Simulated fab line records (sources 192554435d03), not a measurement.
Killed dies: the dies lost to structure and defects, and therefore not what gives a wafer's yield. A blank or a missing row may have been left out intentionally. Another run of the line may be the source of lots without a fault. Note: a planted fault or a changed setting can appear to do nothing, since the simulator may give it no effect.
Matching of chambers + flow n5 finfet + 4 sister chambers for N5_FIN_SAQP_ETCH_51 on rie diel-02
The step etches SiARC in CF4, target depth 45.5 nm, time 75.8 s. 8 wafers are shown with their chamber, then 7 later ones without.

EACH WAFER AND ITS CHAMBER
| wafer  | chamber | showerhead plenum p Torr (Torr) | throttle valve pct (%) |
|--------|---------|---------------------------------|------------------------|
| L074.5 | 2       | 2.157                           | 15.95                  |
| L087.3 | 3       | 2.162                           | 15.47                  |
| L087.6 | 0       | 2.076                           | 15.54                  |
| L090.1 | 1       | 2.149                           | 15.45                  |
| L090.2 | 0       | 2.075                           | 15.55                  |
| L090.6 | 1       | 2.148                           | 15.40                  |
| L091.1 | 3       | 2.160                           | 15.51                  |
| L091.4 | 2       | 2.147                           | 16.00                  |

WAFERS MISSING THEIR CHAMBER
| wafer  | showerhead plenum p Torr (Torr) | throttle valve pct (%) |
|--------|---------------------------------|------------------------|
| L091.6 | 2.148                           | 15.45                  |
| L092.3 | 2.145                           | 16.03                  |
| L092.4 | 2.159                           | 15.51                  |
| L092.6 | 2.145                           | 16.01                  |
| L097.1 | 2.143                           | 15.46                  |
| L097.2 | 2.157                           | 15.54                  |
| L097.4 | 2.071                           | 15.58                  |

WHICH CHAMBER EACH ONE RAN IN
| wafer  | from the rows above | in truth |
|--------|---------------------|----------|
| L091.6 | 1                   | 1        |
| L092.3 | 2                   | 2        |
| L092.4 | 3                   | 3        |
| L092.6 | 2                   | 2        |
| L097.1 | 1                   | 1        |
| L097.2 | 3                   | 3        |
| L097.4 | 0                   | 0        |
Correct placement for 7 of the 7. Left unplaced by these rows: 0. Placed wrongly: 0.
How it was worked out, from the rows above alone: a wafer's distance from a chamber is the root of the sum, over the readings, of the square of ((its reading less the chamber's mean) divided by the reading's scatter). If the next closest chamber is less than 2 further off than the closest, the wafer can't be placed; otherwise it belongs to the closest. The mean given for a chamber averages the wafers shown for that chamber. The scatter: take each reading less its chamber's mean, square it, sum over the shown wafers, divide by the number of wafers less the number of chambers, and take the root.
